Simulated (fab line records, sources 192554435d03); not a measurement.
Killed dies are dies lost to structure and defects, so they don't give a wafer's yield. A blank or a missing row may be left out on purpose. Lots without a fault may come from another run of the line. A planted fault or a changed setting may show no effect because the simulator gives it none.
fab line records | flow n5_finfet
record lots=6 wafers=18 last_day=17
route steps=1938 shown FIN_SAQP@150 FIN_CUT@154
lots that met no fault: from a run of the same line without faults
start_h: hours from the record's first day to the start of the lot's first wafer shown | wait_h: hours since the lot's step before | " the same as in the row above | L1.1+2: a row that stands for several wafers | - no value, or no start given | * or withheld: withheld | < > ~ a bound
route shown NAME@n: a module of which the file shows steps, and the number in the route of the first | usual: mean/standard deviation of fault-free wafers | same: alike in all rows | chamber/n: place in a boat | sites: the reading at each site | _std_site: their standard deviation | _edge_site: outer sites' mean less inner sites' | radius_mm: how far each site lies from the wafer's centre | mask NAME#n: copy n | behind: the tool/chamber that last shaped the wafer | hold: why the lot was held/for how many hours/how that ended | device: the transistor (n, p or np) that didn't switch | end of line: the same wafers' tests at the end of the route | a step without rows: its recipe alone | killed: dies lost to structure and defects at the first sort, not the wafer's yield | map: a wafer's dies, x killed, . not, _ none there
set.NAME: the setting as run; set.NAME@STEP: as run at that earlier step | model.NAME: the simulator's own value behind a step, which no gauge read
lots at some steps of the route; a table a step, a row a wafer
## steps
# step N5_FIN_SAQP_PRECLEAN_45
# recipe chemistry=dHF time_s=10 dilution=500:1 temp_c=25
# step N5_FIN_SAQP_SRD_39
# recipe dry=ipa_marangoni time_s=30 temp_c=23 rinse_liquid=diw
# step N5_FIN_SAQP_OCD_MEAS_76
# usual trench_depth_nm=119.7/2.9
# columns lot.wafer tool chamber start_h wait_h trench_depth_nm
L263.2 ocd-01 - 77.25 0.0 116.1
L263.5 " - " " 117.3
L263.6 " - " " 116.2
L268.2 ocd-02 - 107.47 0.0 117.5
L268.4 " - " " 116.0
L268.5 " - " " 116.5
L269.2 ocd-02 - 110.23 0.0 122.8
L269.3 " - " " 117.8
L269.4 " - " " 122.0
L270.1 ocd-01 - 116.68 0.0 118.3
L270.3 " - " " 123.2
L270.4 " - " " 121.2
L274.3 ocd-01 - 140.35 0.0 118.8
L274.5 " - " " 118.8
L274.6 " - " " 114.7
L276.1 ocd-02 - 152.56 0.0 117.4
L276.2 " - " " 117.8
L276.4 " - " " 115.4
# step N5_FIN_SAQP_INSPECT_40
# recipe inspect_instrument=brightfield mode=aei
# usual raw_defect_count=259/74
# columns lot.wafer tool chamber start_h wait_h raw_defect_count
L263.2 defect_inspect-02 - 77.28 0.0 335
L263.5 " - " " 193
L263.6 " - " " 228
L268.2 defect_inspect-01 - 107.50 0.0 264
L268.4 " - " " 295
L268.5 " - " " 211
L269.2 defect_inspect-02 - 110.26 0.0 281
L269.3 " - " " 202
L269.4 " - " " 318
L270.1 defect_inspect-01 - 116.71 0.0 197
L270.3 " - " " 149
L270.4 " - " " 246
L274.3 defect_inspect-01 - 140.38 0.0 231
L274.5 " - " " 179
L274.6 " - " " 149
L276.1 defect_inspect-02 - 152.60 0.0 201
L276.2 " - " " 185
L276.4 " - " " 218
# step N5_FIN_CUT_COAT_18
# recipe resist=SOC temp_c=250 time_s=60 spin_rpm=1500 resist_thk_nm=230
# step N5_FIN_CUT_COAT_19
# recipe resist=SiARC temp_c=220 time_s=60 spin_rpm=1500 resist_thk_nm=20
# step N5_FIN_CUT_COAT_29
# recipe resist=underlayer temp_c=205 time_s=60 spin_rpm=1500 resist_thk_nm=10
# step N5_FIN_CUT_COAT_02
# recipe resist=CAR-EUV spin_rpm=1500 resist_thk_nm=30
# step N5_FIN_CUT_EBR_04
# recipe solvent=PGMEA ebr_width_mm=1.5
# step N5_FIN_CUT_SOFTBAKE_03
# recipe temp_c=110 time_s=60 resist=CAR-EUV
# step N5_FIN_CUT_EXPOSE_05
# recipe mask_id=FIN_CUT na=0.33 source_shape=annular sigma_inner=0.35 sigma_outer=0.8 polarization=unpolarized dose_mj=45.75
# step N5_FIN_CUT_PEB_06
# recipe peb_temp_c=100 peb_time_s=60 resist=CAR-EUV
# step N5_FIN_CUT_DEVELOP_07
# recipe develop_time_s=30 developer=TMAH resist=CAR-EUV rinse_liquid=surfactant_rinse dry=air_spin dev_temp_c=23
# usual chill_plate_temp_C=22.97/0.093 develop_time_s=30/0
# columns lot.wafer tool chamber start_h wait_h chill_plate_temp_C develop_time_s model.CAR-EUV_of_FIN_CUT_COAT_02.thk_nm
L263.2 litho_track-05 0 77.65 - 23.04 30 29.6
L263.5 " 0 " " 22.86 30 29.4
L263.6 " 0 " " 22.89 30 29.4
L268.2 litho_track-05 0 107.74 - 23.05 30 29.4
L268.4 " 0 " " 23.16 30 29.4
L268.5 " 0 " " 23.14 30 29.4
L269.2 litho_track-05 - 110.50 - - - 30
L269.3 " - " " - - 30
L269.4 " - " " - - 29.8
L270.1 litho_track-02 - 116.95 - - - 29.8
L270.3 " - " " - - 30
L270.4 " - " " - - 30
L274.3 litho_track-02 0 140.63 - 22.99 30 29.6
L274.5 " 0 " " 22.90 30 29.6
L274.6 " 0 " " 23.08 30 29.6
L276.1 litho_track-04 0 152.84 - 22.88 30 29.6
L276.2 " 0 " " 22.92 30 29.6
L276.4 " 0 " " 23.00 30 29.6
# step N5_FIN_CUT_CD_MEAS_08
# recipe target_cd_nm=29.1 landing_energy_ev=500 detector=se_inlens polarity=opening
# usual cd_nm=29.00/0.22
# columns lot.wafer tool chamber start_h wait_h cd_nm
L263.2 cd_sem-01 0 77.71 - 29.22
L263.5 " 0 " " 29.27
L263.6 " 0 " " 29.35
L268.2 cd_sem-03 0 107.80 - 28.90
L268.4 " 0 " " 29.07
L268.5 " 0 " " 29.19
L269.2 cd_sem-03 0 110.56 - -
L269.3 " 0 " " -
L269.4 " 0 " " -
L270.1 cd_sem-02 0 117.01 - -
L270.3 " 0 " " -
L270.4 " 0 " " -
L274.3 cd_sem-03 0 140.69 - 29.04
L274.5 " 0 " " 29.04
L274.6 " 0 " " 28.85
L276.1 cd_sem-02 0 152.90 - 28.91
L276.2 " 0 " " 29.28
L276.4 " 0 " " 29.21
## key
first_sign step=N5_FIN_CUT_DEVELOP_07 reading=tool_record direction=missing
effect none on later readings
model_effect step=N5_FIN_CUT_DEVELOP_07 value=CAR-EUV_of_FIN_CUT_COAT_02.thk_nm without=29.43 struck=29.93
met_at N5_FIN_CUT_DEVELOP_07
struck_wafers L269.2,L269.3,L269.4,L270.1,L270.3,L270.4
later_rows_left_out L269.2,L269.3,L269.4,L270.1,L270.3,L270.4
sort_left_out L269.2,L269.3,L269.4,L270.1,L270.3,L270.4
onset_between 107.74 110.50
fault kind=skipped_step_whole tool=litho_track-02,litho_track-05 chamber=- onset_h=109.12 steps=N5_FIN_CUT_DEVELOP_07 scope=struck_lots_only
# sort_left_out: the simulated sort isn't trusted on such a fault, so these wafers' sort isn't shown, and their yield isn't known
# later_rows_left_out: the simulator's readings of these wafers behind a module that went badly wrong aren't trusted and aren't shown, but for the sort
